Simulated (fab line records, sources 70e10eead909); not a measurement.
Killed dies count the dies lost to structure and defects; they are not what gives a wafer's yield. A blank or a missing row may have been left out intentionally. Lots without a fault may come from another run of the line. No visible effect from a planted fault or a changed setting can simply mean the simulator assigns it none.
Chamber matching || flow nand_harc || NHARC_A_CHANNEL_HOLE_D1_DESCUM_15 on rie_diel-11 has 4 sister chambers
The step chemistry O2, time 3 s. 8 wafers are shown with their chamber, then 9 later ones without.

## EACH WAFER AND ITS CHAMBER
{"wafer": "L921.4", "chamber": 2, "drypump_motor_current_A (A)": 5.32, "oes_product_au (a.u.)": 1.015}
{"wafer": "L921.6", "chamber": 0, "drypump_motor_current_A (A)": 5.68, "oes_product_au (a.u.)": 1.008}
{"wafer": "L926.1", "chamber": 3, "drypump_motor_current_A (A)": 5.80, "oes_product_au (a.u.)": 1.001}
{"wafer": "L926.2", "chamber": 2, "drypump_motor_current_A (A)": 5.32, "oes_product_au (a.u.)": 0.995}
{"wafer": "L926.3", "chamber": 1, "drypump_motor_current_A (A)": 5.57, "oes_product_au (a.u.)": 1.006}
{"wafer": "L935.1", "chamber": 1, "drypump_motor_current_A (A)": 5.53, "oes_product_au (a.u.)": 1.000}
{"wafer": "L935.2", "chamber": 3, "drypump_motor_current_A (A)": 5.79, "oes_product_au (a.u.)": 0.987}
{"wafer": "L935.4", "chamber": 0, "drypump_motor_current_A (A)": 5.67, "oes_product_au (a.u.)": 0.999}

## WAFERS WITHOUT THEIR CHAMBER
{"wafer": "L936.2", "drypump_motor_current_A (A)": 5.64, "oes_product_au (a.u.)": 0.998}
{"wafer": "L936.3", "drypump_motor_current_A (A)": 5.80, "oes_product_au (a.u.)": 0.986}
{"wafer": "L936.6", "drypump_motor_current_A (A)": 5.79, "oes_product_au (a.u.)": 0.983}
{"wafer": "L937.2", "drypump_motor_current_A (A)": 5.56, "oes_product_au (a.u.)": 0.999}
{"wafer": "L937.4", "drypump_motor_current_A (A)": 5.81, "oes_product_au (a.u.)": 0.992}
{"wafer": "L937.5", "drypump_motor_current_A (A)": 5.66, "oes_product_au (a.u.)": 1.000}
{"wafer": "L938.2", "drypump_motor_current_A (A)": 5.32, "oes_product_au (a.u.)": 1.003}
{"wafer": "L938.4", "drypump_motor_current_A (A)": 5.56, "oes_product_au (a.u.)": 1.003}
{"wafer": "L938.5", "drypump_motor_current_A (A)": 5.81, "oes_product_au (a.u.)": 0.989}

## WHICH CHAMBER EACH ONE RAN IN
{"wafer": "L936.2", "from the rows above": 0, "in truth": 0}
{"wafer": "L936.3", "from the rows above": 3, "in truth": 3}
{"wafer": "L936.6", "from the rows above": 3, "in truth": 3}
{"wafer": "L937.2", "from the rows above": 1, "in truth": 1}
{"wafer": "L937.4", "from the rows above": 3, "in truth": 3}
{"wafer": "L937.5", "from the rows above": 0, "in truth": 0}
{"wafer": "L938.2", "from the rows above": 2, "in truth": 2}
{"wafer": "L938.4", "from the rows above": 1, "in truth": 1}
{"wafer": "L938.5", "from the rows above": 3, "in truth": 3}
Correct placement for 9 of the 9. Can't be placed from these rows: 0. Placed wrongly: 0.
How it was worked out, from the rows above alone: a wafer's distance from a chamber is the root of the sum, over the readings, of the square of ((its reading less the chamber's mean) divided by the reading's scatter). The wafer belongs to the nearest chamber; if the next one is less than 2 further off, it can't be placed. A chamber's mean is the mean of its shown wafers. The scatter: the root of (the sum of the squares of (reading less its chamber's mean) over the shown wafers, divided by (wafers less chambers)).
